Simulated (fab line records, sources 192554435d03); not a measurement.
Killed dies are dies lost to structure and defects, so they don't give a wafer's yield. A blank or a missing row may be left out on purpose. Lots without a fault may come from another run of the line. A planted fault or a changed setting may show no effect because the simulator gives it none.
Chamber matching | flow n5_finfet | N5_BEOL_M0_SAQP_PECVD_00 on pecvd-03: 3 sister chambers
The step deposits SiCN from 3MS/NH3, target thk 8 nm, time 14 s. 20 wafers are shown with their chamber, then 10 later ones without.

WAFERS WITH THEIR CHAMBER
wafer  | chamber | throttle_valve_pct (%) | showerhead_plenum_p_Torr (Torr) | chamber_pressure_Torr (Torr)
L074.2 | 1       | 9.7                    | 3.655                           | 3.004
L074.3 | 0       | 9.4                    | 3.660                           | 2.990
L074.5 | 1       | 9.7                    | 3.670                           | 2.997
L075.3 | 0       | 9.4                    | 3.679                           | 2.987
L075.4 | 0       | 9.5                    | 3.672                           | 2.993
L075.6 | 2       | 8.1                    | 3.669                           | 2.997
L076.1 | 0       | 9.4                    | 3.661                           | 3.004
L076.2 | 2       | 8.3                    | 3.670                           | 3.002
L076.6 | 2       | 8.0                    | 3.670                           | 3.014
L077.3 | 0       | 9.6                    | 3.664                           | 2.995
L077.4 | 0       | 9.3                    | 3.666                           | 3.007
L077.5 | 1       | 9.5                    | 3.658                           | 2.995
L083.2 | 2       | 8.2                    | 3.678                           | 3.005
L083.3 | 1       | 9.6                    | 3.651                           | 3.005
L083.4 | 2       | 8.2                    | 3.676                           | 2.996
L087.3 | 1       | 9.7                    | 3.662                           | 2.993
L087.4 | 0       | 9.5                    | 3.669                           | 3.003
L087.6 | 1       | 9.3                    | 3.664                           | 3.002
L088.1 | 1       | 9.8                    | 3.668                           | 2.989
L088.3 | 0       | 9.5                    | 3.678                           | 3.004

SIGNATURES (means of the wafers above)
reading                  | chamber 0 | chamber 1 | chamber 2 | scatter within a chamber
throttle_valve_pct       | 9.450     | 9.614     | 8.160     | 0.128
showerhead_plenum_p_Torr | 3.66863   | 3.66114   | 3.67260   | 0.00651
chamber_pressure_Torr    | 2.99788   | 2.99786   | 3.00280   | 0.00696
Rule: a wafer's distance from a chamber is the root of the sum, over the readings, of the square of ((its reading less the chamber's mean) divided by the reading's scatter). The wafer belongs to the nearest chamber; if the next one is less than 2 further off, it can't be placed. The scatter: the root of (the sum of the squares of (reading less its chamber's mean) over the shown wafers, divided by (wafers less chambers)).

WAFERS WITHOUT THEIR CHAMBER
wafer  | throttle_valve_pct (%) | showerhead_plenum_p_Torr (Torr) | chamber_pressure_Torr (Torr)
L088.4 | 8.3                    | 3.668                           | 3.008
L093.1 | 8.5                    | 3.675                           | 3.018
L093.2 | 9.6                    | 3.667                           | 3.001
L093.5 | 9.6                    | 3.660                           | 3.003
L095.4 | 9.3                    | 3.653                           | 3.005
L095.5 | 8.5                    | 3.667                           | 3.001
L095.6 | 9.7                    | 3.663                           | 3.010
L096.3 | 8.4                    | 3.673                           | 3.011
L096.5 | 9.6                    | 3.660                           | 3.007
L096.6 | 8.4                    | 3.665                           | 3.006

WHICH CHAMBER EACH WENT THROUGH
wafer  | from the rows above     | in truth
L088.4 | 2                       | 2
L093.1 | 2                       | 2
L093.2 | can't be placed: 1 or 0 | 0
L093.5 | can't be placed: 1 or 0 | 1
L095.4 | can't be placed: 0 or 1 | 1
L095.5 | 2                       | 2
L095.6 | can't be placed: 1 or 0 | 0
L096.3 | 2                       | 2
L096.5 | can't be placed: 1 or 0 | 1
L096.6 | 2                       | 2
Placed correctly: 5 of 10. Can't be placed from these rows: 5 (the true chamber is among the candidates in 5). Placed wrongly: 0.
